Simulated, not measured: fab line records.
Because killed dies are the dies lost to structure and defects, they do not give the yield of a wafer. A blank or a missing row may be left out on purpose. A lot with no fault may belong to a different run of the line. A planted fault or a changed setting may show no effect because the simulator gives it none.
fab line records | flow n5-finfet
record: lots: 4 wafers: 12 last-day: 16
route steps=1938 shown BEOL_M8@1362 BEOL_M9@1401 PASSIVATION@1936
lots that met no fault: from a run of the same line without faults
start-h: hours from the record's first day to the start of the lot's first wafer shown | wait-h: time in hours since the lot's previous step | " identical to the entry in the row above | L1.1+2: a single row standing in for several wafers | - no value, or no start given | * or withheld: withheld | < > ~ a bound
route shown NAME@n: names a module that has steps shown in the file, with the first one's number in the route | usual: mean and standard deviation over wafers with no fault | same: alike in all rows | chamber/n: place in a boat | sites: readings site by site | _std_site: the standard deviation of these | _edge_site: outer sites' mean less inner sites' | radius-mm: how far each site lies from the wafer's centre | mask NAME#n: copy n | behind: the tool/chamber that last shaped the wafer | hold: the reason the lot was held/the length of the hold in hours/how it ended | device: whichever transistor did not switch (one of n, p or np) | end of line: tests of these same wafers at the route's end | where a step has no rows: the recipe by itself | killed: dies lost to structure and defects at the first sort, not the wafer's yield | map: dies across one wafer; x = killed, . = not, _ = none there
set.NAME: setting as actually run; set.NAME@STEP: the setting as run at that earlier step | model.NAME: the simulator's own value behind a step, which no gauge read
lots seen at some steps along the route; tables by step, rows by wafer
services: a tool's chamber out of use, with start hour (start-h, from the record's first day; less than 0 if before it), hours out, and reason
== steps ==
step: N5_BEOL_M8_EXPOSE_25
recipe: mask-id: V7 na: 0.33 source-shape: annular sigma-inner: 0.4 sigma-outer: 0.8 polarization: unpolarized target-cd-nm: 40 dose-mj: 42.5
step: N5_BEOL_M8_PEB_26
recipe: peb-temp-c: 100 peb-time-s: 60 resist: CAR-EUV
step: N5_BEOL_M8_DEVELOP_27
recipe: develop-time-s: 30 developer: TMAH resist: CAR-EUV rinse-liquid: surfactant-rinse dry: air-spin dev-temp-c: 23
step: N5_BEOL_M8_DESCUM_33
recipe: chemistry: O2 time-s: 7 source-power-w: 50 bias-power-w: 20 pressure-mtorr: 20 rf-frequency-hz: 2.712e+07 temp-c: 40 resist: CAR-EUV o2-flow-sccm: 225
step: N5_BEOL_M8_ETCH_72
recipe: chemistry: N2/H2 target: underlayer target-depth-a: 65 mask-material: CAR-EUV time-s: 5.2 ion-energy-ev: 200 pressure-mtorr: 30 source-w: 840 bias-w: 150 n2-flow-sccm: 200 h2-flow-sccm: 200 ends: cleared
step: N5_BEOL_M8_ETCH_65
recipe: chemistry: CF4 target: SiARC target-depth-a: 156 mask-material: CAR-EUV time-s: 26 ion-energy-ev: 80 pressure-mtorr: 40 source-w: 545 bias-w: 36 Ar_flow_sccm: 100 cf4-flow-sccm: 100 ends: cleared
step: N5_BEOL_M8_ETCH_66
recipe: chemistry: N2/H2 target: SOC target-depth-a: 800 overetch-a: 160 mask-material: SiARC temp-c: 40 time-s: 120 ion-energy-ev: 200 pressure-mtorr: 30 source-w: 840 bias-w: 150 n2-flow-sccm: 200 h2-flow-sccm: 200
step: N5_BEOL_M8_STRIP_69
recipe: chemistry: N2/H2 temp-c: 40 n2-flow-sccm: 200 h2-flow-sccm: 200 rf-frequency-hz: 6e+07
step: N5_BEOL_M8_STRIP_73
recipe: chemistry: N2/H2 temp-c: 40 n2-flow-sccm: 200 h2-flow-sccm: 200 rf-frequency-hz: 6e+07
step: N5_BEOL_M8_VIA_ETCH_34
recipe: chemistry: C4F6/O2 target: SiCOH_lowk target-depth-a: 1255 mask-material: SOC taper-deg: 4 time-s: 50.5 ion-energy-ev: 250 pressure-mtorr: 30 source-w: 345 bias-w: 185 Ar_flow_sccm: 300 C4F6_flow_sccm: 10 O2_flow_sccm: 10
usual: chamber-pressure-mTorr: 30.00/0.03 drypump-motor-current-A: 5.8/0.42 oes-product-au: 0.80/0.076 rf-fwd-power-W: 341.6/1.3 rf-vpp-V: 667/6.3 showerhead-plenum-p-Torr: 2.89/0.091 throttle-valve-pct: 20.70/0.24
columns lot.wafer tool chamber start-h wait-h chamber-pressure-mTorr drypump-motor-current-A oes-product-au rf-fwd-power-W rf-hours-counter-h rf-vpp-V showerhead-plenum-p-Torr throttle-valve-pct
L163.1 rie-diel-06 3 203.59 0.0 29.97 6.6 0.69 339.8 242 661 2.69 20.55
L163.5 " 1 " " 29.97 6.4 0.85 340.9 - 667 2.99 20.80
L163.6 " 0 " " 30.02 5.9 0.72 340.9 - 658 2.84 20.70
L170.1 rie-diel-06 0 249.56 0.0 29.98 5.9 0.72 339.8 179 656 2.83 20.74
L170.2 " 2 " " 30.04 5.7 0.75 343.9 180 661 2.72 20.93
L170.4 " 1 " " 30.00 6.5 0.83 340.0 - 666 2.99 20.82
L176.4 rie-diel-06 3 292.26 0.0 30.04 6.6 0.95 340.7 - 673 3.01 20.22
L176.5 " 1 " " 29.98 6.5 0.82 338.5 - 665 2.98 20.82
L176.6 " 0 " " 30.02 5.9 0.70 341.5 - 656 2.82 20.74
L179.1 rie-diel-06 0 300.87 0.0 30.05 5.9 0.70 342.6 197 656 2.82 20.76
L179.4 " 3 " " 29.99 6.6 0.93 341.6 - 673 3.01 20.20
L179.5 " 1 " " 30.02 6.4 0.81 341.6 - 664 2.98 20.83
step: N5_BEOL_M8_STRIP_76
recipe: chemistry: C4F6/O2 resist: SiARC rf-frequency-hz: 6e+07
step: N5_BEOL_M8_STRIP_36
recipe: chemistry: N2/H2 power-w: 450 temp-c: 40 pressure-mtorr: 20 rf-frequency-hz: 6e+07 overash-fraction: 0.3 bias-power-w: 7 h2-frac: 0.5 n2-flow-sccm: 200 h2-flow-sccm: 200
step: N5_BEOL_M8_TRENCH_ETCH_37
recipe: chemistry: C4F6/O2 target-depth-a: 934.78 target: SiCOH_lowk time-s: 31.2 ion-energy-ev: 250 pressure-mtorr: 30 source-w: 345 bias-w: 185 Ar_flow_sccm: 300 C4F6_flow_sccm: 10 O2_flow_sccm: 10
step: N5_BEOL_M8_ETCH_41
recipe: chemistry: CH3F/O2 target: SiCN target-depth-a: 319 taper-deg: 2 time-s: 57.8 ion-energy-ev: 120 mask-material: TiN pressure-mtorr: 30 source-w: 395 bias-w: 75 Ar_flow_sccm: 150 CH3F_flow_sccm: 30 O2_flow_sccm: 20
step: N5_BEOL_M8_STRIP_80
recipe: chemistry: N2/H2 time-s: 10 power-w: 450 temp-c: 40 pressure-mtorr: 20 rf-frequency-hz: 6e+07 bias-power-w: 7 n2-flow-sccm: 200 h2-flow-sccm: 200
step: N5_BEOL_M8_HM_STRIP_39
recipe: chemistry: peroxide-tin-strip material: TiN target-depth-a: 250 temp-c: 50 time-s: 158
step: N5_BEOL_M8_SRD_40
recipe: time-s: 30 temp-c: 23 rinse-liquid: diw dry: ipa-marangoni
step: N5_BEOL_M8_PRECLEAN_42
recipe: chemistry: residue-remover time-s: 60 temp-c: 40
step: N5_BEOL_M8_SRD_43
recipe: time-s: 30 temp-c: 23 rinse-liquid: diw dry: ipa-marangoni
step: N5_BEOL_M8_CURE_75
recipe: temp-c: 370 time-s: 120 ambient: DMADMS/He material: SiCOH_lowk
step: N5_BEOL_M8_DEGAS_44
recipe: ambient: vacuum temp-c: 250 time-s: 60
step: N5_BEOL_M8_PRE_CLEAN_45
recipe: gas: H2/He time-s: 30 temp-c: 250
step: N5_BEOL_M8_ALD_77
recipe: material: TaN target-thk-a: 20 temp-c: 275 ald-precursor-family: PDMAT ald-co-reactant: NH3 pressure-torr: 3 carrier-flow-sccm: 1500 pulse-time-s: 2 purge-time-s: 3 co-reactant-purge-time-s: 2 co-reactant-pulse-time-s: 3 ald-cycles: 40 precursor-vessel-temp-c: 75 precursor-vessel-pressure-torr: 26.25 precursor-vessel-carrier-sccm: 1000
step: N5_BEOL_M8_SURFACE_TREAT_79
recipe: gas: Ar time-s: * ion-energy-ev: * ion-current-ma-cm2: 0.5 pressure-mtorr: * ar-flow-sccm: 30
step: N5_BEOL_M8_CVD_78
recipe: material: Co target-thk-a: 20 temp-c: withheld precursor: CCTBA/H2 pressure-torr: 30 time-s: 142.3
step: N5_BEOL_M8_SPUTTER_48
recipe: material: Cu target-thk-a: 100 temp-c: -20 bias-v: 60 power-w: 26000 chamber-pressure-pa: 0.13 time-s: 1.667
step: N5_BEOL_M8_ECD_50
recipe: material: Cu target-thk-a: 3000
step: N5_BEOL_M8_ANNEAL_51
recipe: temp-c: 225 time-s: 90 ambient: N2
step: N5_BEOL_M8_CMP_52
recipe: stop-on: SiCOH_lowk t-overpolish-s: 6.9 down-force-psi: 1 platen-rpm: 50 clearing-platen-down-force-psi: 1.5 clearing-platen-rpm: 50 post-cmp-clean: cu-alkaline target-thk-nm: 80 clearing-platen-pad-velocity-m-s: 0.99484 pad-velocity-m-s: 0.99484
step: N5_BEOL_M8_PRE_CLEAN_55
recipe: gas: NH3 time-s: 15 temp-c: withheld rf-power-w: 300
step: N5_BEOL_M8_DEP_56
recipe: material: SiCN target-thk-a: 100 temp-c: withheld precursor: 3MS/NH3 pressure-torr: 3 rf-w: 202 time-s: 17.5
step: N5_BEOL_M9_ILD_DEP_00
recipe: material: SiCOH_lowk target-thk-a: 3085.1 temp-c: 300 precursor: DEMS/porogen pressure-torr: 5 rf-w: 500 time-s: 58
step: N5_BEOL_M9_CURE_71
recipe: temp-c: 385 time-s: 240 ambient: He/Ar material: SiCOH_lowk
step: N5_PASSIVATION_PROBE_49
usual: defect-limited-yield: 91.3/1.4 killed_at_M0_to_M3: 34/10 killed_at_M4_up: 13/4.8 killed-at-contacts: 12/6.1 killed-at-front-end: 40/11 killed-at-other: 3.7/2.8 killed-dies: 103/16 killed-open: 67/12 killed-short: 34/7.4 sort_bin_5_function: 5.1/0.95 sort_bin_6_memory: 3.2/0.62 sort-n-pass: 1077/16 sort-yield-pct: 91.3/1.4
same: gross-dies: 1180 killed-at-back-side: 0 sort_bin_4_leakage[%]: 0 sort_bin_8_speed[%]: 0
columns lot.wafer tool chamber start-h wait-h defect-limited-yield[%] killed_at_M0_to_M3 killed_at_M4_up killed-at-contacts killed-at-front-end killed-at-other killed-dies killed-open killed-short sort_bin_5_function[%] sort_bin_6_memory[%] sort-n-pass sort-yield-pct[%]
L176.4 prober-01 - 362.23 0.2 81.9 25 117 14 51 6 213 80 31 12.0 5.4 967 81.9
L179.4 prober-02 - 371.88 0.2 84.7 28 111 21 18 3 181 53 30 9.5 4.7 999 84.7
killed by level:class
L176.4 BEOL_M8:unspecified=99 STI_FIN_REVEAL:geometric-particle:open=19 MOL_CONTACT_COAG:geometric-particle:open=11 BEOL_M1:geometric-particle:open=7 BEOL_M0_SAQP:geometric-particle:open=7 BEOL_M4:geometric-particle:short=7 FIN_SAQP:geometric-particle:open=6 GATE_CUT:geometric-particle:open=5
L179.4 BEOL_M8:unspecified=97 MOL_CONTACT_COAG:geometric-particle:open=19 BEOL_M0_SAQP:geometric-particle:short=9 BEOL_M4:geometric-particle:open=6 BEOL_M1:geometric-particle:open=5 FIN_SAQP:geometric-particle:short=4 BEOL_M3:geometric-particle:short=4 GATE_CUT:geometric-particle:short=3
map L176.4 (x killed, . not)
_________________..........x.________________
______________.x..x............x_____________
___________.........x....x.........__________
__________x.x..........x........xxxx_________
________..........................x.x._______
_______..............x...........x..x..______
______..........x.................x....x_____
_____.......x.......x......x..x......x...____
____.x.................................x..___
___.xx.........x............x..............__
___...x...xx................x...x..........__
__x...........x..........x..x..............._
__..x....x..........xx..x.x.........x.x....._
_....x........x....x.........x.x.x.x.........
_.......x....x.......x................x......
_..............................x......x......
_...........x...x.......x.x..x.........x.x...
_x............x.x....x.....x..x..........x...
_..............x.xx..x.......x............x..
_...x.x.x.....xxxxx..xx...x..........x.......
_.......x..xxxx..xxxx..x...............x....x
__.........xxxxxxxxxxxxx...........x.......x_
__.......x..xxxxxxxxxxxxxx.x.............x.._
___........xxxxxxxxxxxxx...................__
___..........xxxxxxxxxx.xx..............x.x__
____.........xx.xxxxxxx.....x..x..........___
_____....x.x.xxxxxxxxx.xxxx..............____
______.x...x.x....xx........x.......x..._____
_______.............x..................______
________.........x.....xx............._______
__________.....x.....x.....x........_________
___________.....................xx.__________
______________xx...x...x......x._____________
_________________........x...________________
map L179.4 (x killed, . not)
_________________.....x......________________
______________.................._____________
___________...x......x.......x.....__________
__________.x.....x......x..........x_________
________......x......x......xx........_______
_______...x..............x.............______
______xx.............x....x............x_____
_____.............................x....xx____
____..............x...........x......x....___
___.......x................................__
___........................................__
__x.........x...................x..........._
__...x..x.......x......x.......x.x.........._
_....x.........x.............................
_.............................x..............
_....x.............x......x..................
_.........x....................x..xx.........
_..............x.....x....x......x...........
_............xx.xxxx...x...x...xx.x......x...
_x...x.x.....x.xx.xx.xx...x..................
_............xxxxxxxxxxx..x..................
__..........xxxxxxxxxxx.x..................._
__......x...x.xxxxxxxxxxx........x.........._
___......xxxxxxxxxxxxxxx........x....x.....__
___........xxxxxxxxxxxxx...............x...__
____.x.x...x.xxxxxxxxx.xx................x___
_____........x.xxxx.xx...................____
______..........xxxx....x........x......_____
_______......x..........x..............______
________.....xx.xxx.............x....x_______
__________........................x._________
___________.x......................__________
______________.................._____________
_________________........x...________________
== services ==
columns tool chamber start-h hours kind
rie-diel-06 3 228.27 - clean
rie-diel-06 3 228.27 - consumable-replace:focus-ring
rie-diel-06 3 228.27 - consumable-replace:showerhead
rie-diel-06 3 228.27 22.3 scheduled-down
rie-diel-06 3 228.27 22.3 vent-cycle
== key ==
first-sign: step: N5_PASSIVATION_PROBE_49 reading: killed_at_M4_up direction: up sigmas: 21 usual: 13 struck: 114
effect: step: N5_PASSIVATION_PROBE_49 reading: defect-limited-yield direction: down sigmas: 5.9 usual: 91.3 struck: 83.3
more-kills-born-at: N5_BEOL_M8_VIA_ETCH_34@rie-diel-06: 196
met-at N5_BEOL_M8_VIA_ETCH_34
struck-wafers L176.4,L179.4
onset-between 203.59 292.26
fault: kind: chamber-particle-source tool: rie-diel-06 chamber: 3 onset-h: 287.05 steps: N5_BEOL_M8_VIA_ETCH_34 rate-per-visit-cm2: 0.43804 end-h: 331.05
